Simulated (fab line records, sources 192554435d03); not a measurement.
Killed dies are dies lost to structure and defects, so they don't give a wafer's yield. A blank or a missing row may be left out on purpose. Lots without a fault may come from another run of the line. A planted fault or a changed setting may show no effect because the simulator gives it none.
fab line records | flow n5_finfet
record lots=8 wafers=24 last_day=18
route steps=1938 shown FIN_SAQP@94 FIN_CUT@165 BEOL_M4@1111 PASSIVATION@1936
lots that met no fault: from a run of the same line without faults
start_h: hours from the record's first day to the start of the lot's first wafer shown | wait_h: hours since the lot's step before | " the same as in the row above | L1.1+2: a row that stands for several wafers | - no value, or no start given | * or withheld: withheld | < > ~ a bound
route shown NAME@n: a module of which the file shows steps, and the number in the route of the first | usual: mean/standard deviation of fault-free wafers | same: alike in all rows | chamber/n: place in a boat | sites: the reading at each site | _std_site: their standard deviation | _edge_site: outer sites' mean less inner sites' | radius_mm: how far each site lies from the wafer's centre | mask NAME#n: copy n | behind: the tool/chamber that last shaped the wafer | hold: why the lot was held/for how many hours/how that ended | device: the transistor (n, p or np) that didn't switch | end of line: the same wafers' tests at the end of the route | a step without rows: its recipe alone | killed: dies lost to structure and defects at the first sort, not the wafer's yield | map: a wafer's dies, x killed, . not, _ none there
set.NAME: the setting as run; set.NAME@STEP: as run at that earlier step | model.NAME: the simulator's own value behind a step, which no gauge read
steps of the route over a sample of lots; a table a step, a row a wafer
services: from which hour (start_h, from the record's first day; less than 0 if before it) a tool's chamber was out of use, for how many hours, and why
## steps
# step N5_FIN_SAQP_ALD_61
# recipe material=SiO2 target_thk_a=40 temp_c=300 ald_precursor_family=BDEAS ald_co_reactant=O2-plasma pulse_time_s=1 purge_time_s=2 co_reactant_purge_time_s=2 ald_cycles=43 pressure_torr=2
# usual heater_power_w=489/40 precursor_pulse_height_rel=1.001/0.022
# columns lot.wafer tool chamber start_h wait_h heater_power_w precursor_pulse_height_rel
L141.2 ald_sin-03 3 81.81 0.0 528 0.992
L141.4 " 2 " " 465 0.999
L141.5 " 0 " " 487 1.006
L142.1 ald_sin-04 0 88.09 1.0 526 0.999
L142.3 " 3 " " 515 1.006
L142.5 " 2 " " 474 0.992
L144.1 ald_sin-01 1 98.95 0.0 556 1.017
L144.3 " 3 " " 390 1.018
L144.6 " 1 " " 543 1.023
L145.1 ald_sin-04 2 105.01 0.0 479 1.023
L145.4 " 0 " " 523 1.010
L145.6 " 1 " " 477 1.002
L146.1 ald_sin-03 2 111.47 0.5 442 0.985
L146.5 " 2 " " 429 0.974
L146.6 " 1 " " 509 0.988
L151.1 ald_sin-04 2 140.60 0.0 499 1.023
L151.5 " 3 " " 532 0.970
L151.6 " 2 " " 482 0.961
L153.1 ald_sin-01 2 152.50 0.0 488 0.991
L153.4 " 3 " " 403 1.020
L153.5 " 0 " " 460 0.995
L154.1 ald_sin-01 2 160.15 1.3 490 1.021
L154.3 " 0 " " 470 1.013
L154.5 " 1 " " 532 0.999
# step N5_FIN_SAQP_HM_DEP_03
# recipe material=SiNx target_thk_a=380 temp_c=400 precursor=SiH4/NH3/N2 pressure_torr=1.5 rf_w=300 time_s=33.6
# usual heater_power_w=772/120 showerhead_plenum_p_Torr=5.11/0.079 showerhead_vpp_V=1048/49 throttle_valve_pct=38.5/1.9
# columns lot.wafer tool chamber start_h wait_h heater_power_w showerhead_plenum_p_Torr showerhead_vpp_V throttle_valve_pct
L141.2 pecvd-03 1 82.23 0.2 717 5.19 1114 39.2
L141.4 " 2 " " 984 5.04 993 38.2
L141.5 " 0 " " 800 5.10 1150 42.5
L142.1 pecvd-03 2 88.50 0.2 996 5.05 991 38.3
L142.3 " 1 " " 781 5.19 1109 39.2
L142.5 " 1 " " 792 5.20 1111 39.0
L144.1 pecvd-04 1 99.52 0.2 580 5.01 1069 40.1
L144.3 " 2 " " 861 5.28 987 40.2
L144.6 " 2 " " 887 5.28 962 40.2
L145.1 pecvd-03 1 105.66 0.3 665 5.19 1102 39.1
L145.4 " 2 " " 931 5.05 976 38.2
L145.6 " 0 " " 819 5.11 1137 42.5
L146.1 pecvd-03 1 111.89 0.2 748 5.21 1097 39.1
L146.5 " 0 " " 842 5.11 1119 42.4
L146.6 " 1 " " 751 5.19 1113 39.3
L151.1 pecvd-04 2 141.17 0.2 826 5.29 1006 40.5
L151.5 " 2 " " 820 5.29 993 40.2
L151.6 " 0 " " 596 5.08 1094 37.8
L153.1 pecvd-02 2 153.12 0.2 831 5.16 1012 36.1
L153.4 " 1 " " 745 5.02 1063 36.9
L153.5 " 0 " " 824 5.07 1027 37.5
L154.1 pecvd-02 1 160.67 0.2 630 5.04 1052 36.7
L154.3 " 2 " " 781 5.17 1018 36.2
L154.5 " 1 " " 637 5.02 1051 36.8
# step N5_FIN_SAQP_HM_DEP_72
# recipe material=SiO2 target_thk_a=120 temp_c=400 precursor=SiH4/N2O pressure_torr=0.75 rf_w=275 time_s=7.2
# usual heater_power_w=752/120 showerhead_plenum_p_Torr=8.08/0.18 showerhead_vpp_V=1005/45
# columns lot.wafer tool chamber start_h wait_h heater_power_w showerhead_plenum_p_Torr showerhead_vpp_V
L141.2 pecvd-03 0 82.56 0.0 845 8.07 1086
L141.4 " 1 " " 746 8.28 1059
L141.5 " 2 " " 871 7.95 929
L142.1 pecvd-03 0 88.84 0.0 848 8.08 1074
L142.3 " 2 " " 981 7.94 946
L142.5 " 0 " " 829 8.08 1071
L144.1 pecvd-03 2 99.85 0.0 970 7.95 942
L144.3 " 0 " " 821 8.08 1078
L144.6 " 2 " " 976 7.94 950
L145.1 pecvd-04 2 105.99 0.0 859 8.43 957
L145.4 " 1 " " 505 7.86 1029
L145.6 " 2 " " 876 8.43 963
L146.1 pecvd-03 2 112.25 0.0 870 7.95 932
L146.5 " 1 " " 775 8.26 1060
L146.6 " 0 " " 724 8.08 1077
L151.1 pecvd-02 1 141.50 0.0 686 7.92 1014
L151.5 " 0 " " 762 8.00 985
L151.6 " 2 " " 921 8.17 959
L153.1 pecvd-02 0 153.45 0.0 791 7.99 979
L153.4 " 0 " " 798 8.00 987
L153.5 " 2 " " 803 8.22 971
L154.1 pecvd-03 2 161.00 0.0 979 7.96 965
L154.3 " 0 " " 877 8.07 1090
L154.5 " 1 " " 682 8.27 1041
# step N5_FIN_SAQP_INSPECT_18
# recipe mode=adi inspect_instrument=brightfield
# usual raw_defect_count=388/110
# columns lot.wafer tool chamber start_h wait_h raw_defect_count
L141.2 defect_inspect-01 - 83.07 0.0 355
L141.4 " - " " 393
L141.5 " - " " 333
L142.1 defect_inspect-01 - 89.22 0.0 369
L142.3 " - " " 507
L142.5 " - " " 478
L144.1 defect_inspect-01 - 100.36 0.0 437
L144.3 " - " " 347
L144.6 " - " " 381
L145.1 defect_inspect-01 - 106.50 0.0 1188
L145.4 " - " " 1026
L145.6 " - " " 1127
L146.1 defect_inspect-02 - 112.64 0.0 945
L146.5 " - " " 1060
L146.6 " - " " 1085
L151.1 defect_inspect-02 - 142.01 0.0 528
L151.5 " - " " 408
L151.6 " - " " 408
L153.1 defect_inspect-01 - 153.96 0.0 334
L153.4 " - " " 278
L153.5 " - " " 328
L154.1 defect_inspect-01 - 161.51 0.0 399
L154.3 " - " " 459
L154.5 " - " " 328
# step N5_FIN_SAQP_ETCH_52
# recipe chemistry=N2/H2 target=SOC target_depth_a=1000 overetch_a=200 mask_material=SiARC temp_c=40 time_s=150 ion_energy_ev=200 pressure_mtorr=30 source_w=840 bias_w=150 n2_flow_sccm=200 h2_flow_sccm=200 ends=end_point
# usual bias_w=149.9/0.43 drypump_motor_current_A=5.6/0.45 oes_product_au=0.71/0.08 rf_vpp_V=524.1/2.8 showerhead_plenum_p_Torr=2.55/0.094 throttle_valve_pct=17.88/0.2
# columns lot.wafer tool chamber start_h wait_h bias_w drypump_motor_current_A oes_product_au rf_hours_counter_h rf_vpp_V showerhead_plenum_p_Torr throttle_valve_pct
L141.2 rie_diel-01 1 83.20 0.0 149.6 5.7 0.65 191 522.6 2.52 17.89
L141.4 " 0 " " 150.0 6.2 0.65 193 522.8 2.53 18.22
L141.5 " 3 " " 149.4 5.4 0.75 - 522.6 2.47 17.48
L142.1 rie_diel-01 0 89.35 0.0 149.7 6.2 0.65 195 524.6 2.53 18.20
L142.3 " 3 " " 150.0 5.4 0.76 67 520.7 2.47 17.48
L142.5 " 3 " " 149.5 5.4 0.75 - 522.1 2.47 17.49
L144.1 rie_diel-06 2 100.49 0.0 149.9 5.8 0.66 189 522.7 2.53 17.97
L144.3 " 0 " " 149.7 4.8 0.79 39 528.4 2.69 17.80
L144.6 " 0 " " 149.7 4.8 0.79 - 528.4 2.69 17.80
L145.1 rie_diel-06 0 106.63 0.0 150.4 4.8 0.78 41 527.3 2.69 17.80
L145.4 " 1 " " 149.9 6.3 0.82 18 528.4 2.71 17.87
L145.6 " 2 " " 149.2 5.8 0.65 - 523.8 2.53 17.97
L146.1 rie_diel-06 1 112.76 0.0 149.9 6.3 0.81 19 528.8 2.71 17.89
L146.5 " 0 " " 150.4 4.8 0.79 - 529.4 2.69 17.80
L146.6 " 1 " " 149.4 6.3 0.81 - 528.7 2.71 17.90
L151.1 rie_diel-06 0 142.14 0.0 150.3 4.8 0.78 52 526.9 2.69 17.83
L151.5 " 3 " " 150.2 5.7 0.62 - 526.3 2.61 18.19
L151.6 " 0 " " 150.4 4.8 0.77 - 527.7 2.69 17.82
L153.1 rie_diel-05 3 154.09 0.0 150.1 5.0 0.80 19 529.4 2.71 17.50
L153.4 " 1 " " 149.7 6.1 0.83 10 525.5 2.59 17.49
L153.5 " 0 " " 149.5 5.5 0.79 - 522.8 2.48 17.53
L154.1 rie_diel-01 3 161.64 0.0 149.2 5.4 0.72 91 522.7 2.46 17.53
L154.3 " 1 " " 149.7 5.6 0.63 219 523.4 2.51 17.95
L154.5 " 2 " " 149.5 5.3 0.70 - 521.4 2.45 17.73
# step N5_FIN_SAQP_INSPECT_40
# recipe inspect_instrument=brightfield mode=aei
# usual raw_defect_count=221/57
# columns lot.wafer tool chamber start_h wait_h raw_defect_count
L141.2 defect_inspect-01 - 88.81 0.0 153
L141.4 " - " " 222
L141.5 " - " " 247
L142.1 defect_inspect-02 - 94.04 0.0 340
L142.3 " - " " 388
L142.5 " - " " 413
L144.1 defect_inspect-02 - 104.53 0.0 240
L144.3 " - " " 207
L144.6 " - " " 212
L145.1 defect_inspect-01 - 110.80 0.0 769
L145.4 " - " " 845
L145.6 " - " " 858
L146.1 defect_inspect-01 - 117.05 0.0 856
L146.5 " - " " 871
L146.6 " - " " 854
L151.1 defect_inspect-02 - 146.91 0.0 298
L151.5 " - " " 216
L151.6 " - " " 237
L153.1 defect_inspect-01 - 161.50 0.0 275
L153.4 " - " " 164
L153.5 " - " " 330
L154.1 defect_inspect-02 - 167.84 0.0 193
L154.3 " - " " 275
L154.5 " - " " 209
# step N5_FIN_CUT_INSPECT_10
# recipe mode=adi inspect_instrument=brightfield
# usual raw_defect_count=39/10
# columns lot.wafer tool chamber start_h wait_h raw_defect_count
L141.2 defect_inspect-02 - 89.20 0.0 24
L141.4 " - " " 35
L141.5 " - " " 43
L142.1 defect_inspect-02 - 94.44 0.1 55
L142.3 " - " " 64
L142.5 " - " " 74
L144.1 defect_inspect-02 - 104.93 0.1 45
L144.3 " - " " 43
L144.6 " - " " 32
L145.1 defect_inspect-01 - 111.19 0.1 641
L145.4 " - " " 721
L145.6 " - " " 679
L146.1 defect_inspect-02 - 117.46 0.1 738
L146.5 " - " " 698
L146.6 " - " " 682
L151.1 defect_inspect-01 - 147.43 0.1 48
L151.5 " - " " 46
L151.6 " - " " 39
L153.1 defect_inspect-01 - 162.02 0.1 38
L153.4 " - " " 22
L153.5 " - " " 47
L154.1 defect_inspect-01 - 168.23 0.1 37
L154.3 " - " " 57
L154.5 " - " " 62
# step N5_FIN_CUT_INSPECT_17
# recipe inspect_instrument=brightfield mode=aei
# usual raw_defect_count=226/55
# columns lot.wafer tool chamber start_h wait_h raw_defect_count
L141.2 defect_inspect-02 - 90.34 0.0 143
L141.4 " - " " 246
L141.5 " - " " 261
L142.1 defect_inspect-02 - 95.51 0.0 333
L142.3 " - " " 397
L142.5 " - " " 427
L144.1 defect_inspect-01 - 106.34 0.0 245
L144.3 " - " " 221
L144.6 " - " " 226
L145.1 defect_inspect-02 - 112.13 0.0 778
L145.4 " - " " 843
L145.6 " - " " 856
L146.1 defect_inspect-01 - 118.41 0.0 865
L146.5 " - " " 876
L146.6 " - " " 869
L151.1 defect_inspect-02 - 148.38 0.0 292
L151.5 " - " " 222
L151.6 " - " " 251
L153.1 defect_inspect-01 - 163.33 0.0 274
L153.4 " - " " 171
L153.5 " - " " 331
L154.1 defect_inspect-02 - 169.18 0.0 203
L154.3 " - " " 301
L154.5 " - " " 222
# step N5_BEOL_M4_RC_MEAS_101
# usual DIBL_N=35.7/1.3 DIBL_P=35.4/1.8 IOFF_N=0.152/0.027 IOFF_P=0.20/0.034 ION_N=672/9.8 ION_P=461/7.5 SS_N=71.4/0.55 SS_P=73.1/0.61 VT_N=251/3.3 VT_P=-251/3.6
# columns lot.wafer tool chamber start_h wait_h DIBL_N[mV/V] DIBL_P[mV/V] IOFF_N[nA/um] IOFF_P[nA/um] ION_N[uA/um] ION_P[uA/um] SS_N[mV/dec] SS_P[mV/dec] VT_N[mV] VT_P[mV]
L141.2 prober-02 0 227.33 0.2 37.7 38.4 0.186 0.26 680 466 72.5 74.4 250 -245
L141.4 " 0 " " 35.7 35.6 0.148 0.22 662 463 71.3 73.1 250 -248
L141.5 " 0 " " 34.8 34.8 0.139 0.21 677 465 70.7 73.3 250 -248
L142.1 prober-02 0 236.93 0.0 37.6 35.4 0.182 0.22 679 466 71.1 72.9 245 -248
L142.3 " 0 " " 37.1 35.1 0.195 0.23 686 469 70.6 73.9 244 -245
L142.5 " 0 " " 36.1 34.5 0.168 0.21 684 468 70.3 73.2 244 -248
L144.1 prober-02 0 241.33 0.2 34.1 33.8 0.115 0.16 656 450 71.3 72.5 254 -253
L144.3 " 0 " " 35.7 35.6 0.138 0.18 673 454 72.0 72.6 254 -255
L144.6 " 0 " " 36.3 36.0 0.146 0.19 661 452 71.7 73.2 253 -254
L146.1 prober-01 0 256.09 0.0 35.6 34.7 0.137 0.17 675 451 71.7 73.1 254 -254
L146.5 " 0 " " 35.8 35.1 0.145 0.18 665 456 71.5 73.2 253 -256
L146.6 " 0 " " 37.4 37.0 0.172 0.21 670 454 71.8 73.4 250 -251
L145.1 prober-01 0 260.59 0.0 36.5 35.6 0.155 0.21 667 460 71.5 73.4 252 -252
L145.4 " 0 " " 36.3 37.1 0.163 0.23 668 465 71.2 72.8 250 -247
L145.6 " 0 " " 35.8 35.7 0.149 0.20 663 460 71.9 72.5 250 -248
L151.1 prober-02 0 281.59 0.6 33.4 34.1 0.116 0.15 656 451 71.0 72.4 256 -258
L151.5 " 0 " " 33.5 33.9 0.108 0.15 649 445 70.8 72.5 258 -256
L151.6 " 0 " " 36.0 36.6 0.151 0.18 663 452 71.3 73.1 251 -257
L153.1 prober-01 0 308.16 0.0 34.3 34.6 0.123 0.18 663 458 71.2 72.0 253 -252
L153.4 " 0 " " 36.4 36.6 0.150 0.20 673 464 71.5 73.5 250 -250
L153.5 " 0 " " 35.3 35.2 0.124 0.17 667 456 71.2 72.7 253 -251
L154.1 prober-02 0 318.48 0.0 34.8 33.5 0.121 0.19 674 459 70.5 73.0 254 -252
L154.3 " 0 " " 33.8 32.4 0.104 0.17 653 457 70.8 72.3 259 -253
L154.5 " 0 " " 35.4 34.7 0.132 0.20 668 467 71.3 73.0 252 -249
# step N5_PASSIVATION_PROBE_49
# usual defect_limited_yield=91.5/1.3 killed_at_M0_to_M3=33/11 killed_at_M4_up=14/5.3 killed_at_contacts=11/6.3 killed_at_front_end=38/10 killed_at_other=3.7/2.8 killed_dies=101/16 killed_on_rim=13/3.4 killed_open=67/12 killed_short=32/7.4 sort_bin_5_function=5.0/0.86 sort_bin_6_memory=3.2/0.69 sort_bin_8_speed=0.00/0.007 sort_n_pass=1079/16 sort_yield_pct=91.5/1.3
# same gross_dies=1180 killed_at_back_side=0 sort_bin_4_leakage[%]=0
# columns lot.wafer tool chamber start_h wait_h defect_limited_yield[%] killed_at_M0_to_M3 killed_at_M4_up killed_at_contacts killed_at_front_end killed_at_other killed_dies killed_on_rim killed_open killed_short sort_bin_5_function[%] sort_bin_6_memory[%] sort_bin_8_speed[%] sort_n_pass sort_yield_pct[%]
L146.1 prober-01 - 356.41 0.0 83.7 22 27 13 127 3 192 28 62 26 10.5 2.9 0 988 83.7
L146.5 prober-01 - 356.61 0.2 87.5 27 10 6 101 4 148 29 59 18 7.9 2.9 0 1032 87.5
L146.6 prober-01 - 356.66 0.3 83.1 21 16 4 151 7 199 30 67 32 10.1 4.4 0 981 83.1
L145.1 prober-01 - 364.95 0.0 83.5 29 27 6 129 4 195 26 68 21 10.3 3.7 0 985 83.5
L145.4 prober-01 - 365.10 0.2 83.2 24 14 7 140 13 198 24 53 34 10.8 3.4 0 982 83.2
L145.6 prober-01 - 365.20 0.3 86.2 20 8 14 107 14 163 28 63 30 7.5 3.9 0 1017 86.2
# killed by level:class
L146.1 FIN_SAQP:unspecified=103 BEOL_M4:geometric_particle:open=12 MOL_CONTACT_COAG:geometric_particle:open=10 BEOL_M4:geometric_particle:short=6 FIN_SAQP:geometric_particle:open=5 FIN_SAQP:geometric_particle:short=5 BEOL_M0_SAQP:geometric_particle:open=5 BEOL_M0_SAQP:geometric_particle:short=5
L146.5 FIN_SAQP:unspecified=70 STI_FIN_REVEAL:geometric_particle:open=9 BEOL_M2:geometric_particle:open=8 BEOL_M3:geometric_particle:open=7 MOL_CONTACT_COAG:geometric_particle:open=6 FIN_SAQP:geometric_particle:open=5 BEOL_M0_SAQP:geometric_particle:short=4 BEOL_M0_SAQP:geometric_particle:open=4
L146.6 FIN_SAQP:unspecified=99 FIN_SAQP:geometric_particle:open=14 STI_FIN_REVEAL:geometric_particle:open=9 FIN_SAQP:geometric_particle:short=7 BEOL_M3:geometric_particle:open=7 BEOL_M4:geometric_particle:open=5 BEOL_M4:geometric_particle:short=5 STARTING-WAFER:geometric_particle:short=5
L145.1 FIN_SAQP:unspecified=103 BEOL_M4:geometric_particle:open=18 BEOL_M3:geometric_particle:open=8 MOL_CONTACT_COAG:geometric_particle:open=6 STI_FIN_REVEAL:geometric_particle:open=4 BEOL_M0:geometric_particle:open=4 FIN_SAQP:geometric_particle:open=3 FIN_SAQP:geometric_particle:short=3
L145.4 FIN_SAQP:unspecified=110 BEOL_M3:geometric_particle:open=7 MIM_BOT:geometric_particle:short=7 DUMMY_GATE:geometric_particle:open=6 BEOL_M1:geometric_particle:open=6 GATE_CUT:geometric_particle:open=5 MOL_CONTACT_COAG:geometric_particle:open=4 BEOL_M4:geometric_particle:open=4
L145.6 FIN_SAQP:unspecified=70 MOL_CONTACT_COAG:geometric_particle:open=8 BEOL_M2:geometric_particle:open=8 MOL_CONTACT_COAG:geometric_particle:short=6 MIM_BOT:geometric_particle:open=6 STI_FIN_REVEAL:geometric_particle:open=5 GATE_CUT:geometric_particle:open=5 FIN_SAQP:geometric_particle:open=4
## services
# columns tool chamber start_h hours kind
pecvd-02 - 60.92 1.2 repair
pecvd-04 2 74.17 13.8 repair
pecvd-03 - 77.78 0.3 repair
rie_diel-05 3 77.97 4.6 repair
pecvd-02 2 79.20 2.1 scheduled_down
rie_diel-05 3 82.67 - clean
rie_diel-05 3 82.67 - consumable_replace:focus_ring
ald_sin-03 - 85.29 14.0 pm
ald_sin-03 0 85.29 14.0 vent_cycle
ald_sin-03 1 85.29 14.0 vent_cycle
ald_sin-03 2 85.29 14.0 vent_cycle
ald_sin-03 3 85.29 14.0 vent_cycle
pecvd-02 2 90.41 5.5 scheduled_down
pecvd-02 0 95.88 5.5 scheduled_down
ald_sin-03 0 99.29 - clean
ald_sin-03 1 99.29 - clean
ald_sin-03 2 99.29 - clean
ald_sin-03 3 99.29 - clean
pecvd-04 - 108.50 5.5 pm
pecvd-04 0 120.21 5.5 scheduled_down
pecvd-03 0 143.65 5.5 scheduled_down
ald_sin-03 - 143.78 28.1 pm
rie_diel-06 0 149.96 9.6 repair
pecvd-03 - 152.71 6.0 pm
## key
first_sign step=N5_FIN_SAQP_INSPECT_18 reading=raw_defect_count direction=up sigmas=6.2 usual=388 struck=1072
effect step=N5_FIN_SAQP_INSPECT_40 reading=raw_defect_count direction=up sigmas=11 usual=221 struck=842
effect step=N5_FIN_CUT_INSPECT_10 reading=raw_defect_count direction=up sigmas=64 usual=39 struck=693
effect step=N5_FIN_CUT_INSPECT_17 reading=raw_defect_count direction=up sigmas=11 usual=226 struck=848
effect step=N5_PASSIVATION_PROBE_49 reading=killed_at_front_end direction=up sigmas=8.6 usual=38 struck=126
more_kills_born_at N5_FIN_SAQP_HM_DEP_03@pecvd-03=555
met_at N5_FIN_SAQP_HM_DEP_03
struck_lots L145,L146
not_acting_at N5_FIN_SAQP_ALD_61,N5_FIN_SAQP_HM_DEP_72,N5_FIN_SAQP_ETCH_52
onset_between 88.50 105.66
fault kind=chamber_particle_source tool=pecvd-03 chamber=- onset_h=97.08 steps=N5_FIN_SAQP_HM_DEP_03 rate_per_visit_cm2=1.0441 end_h=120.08
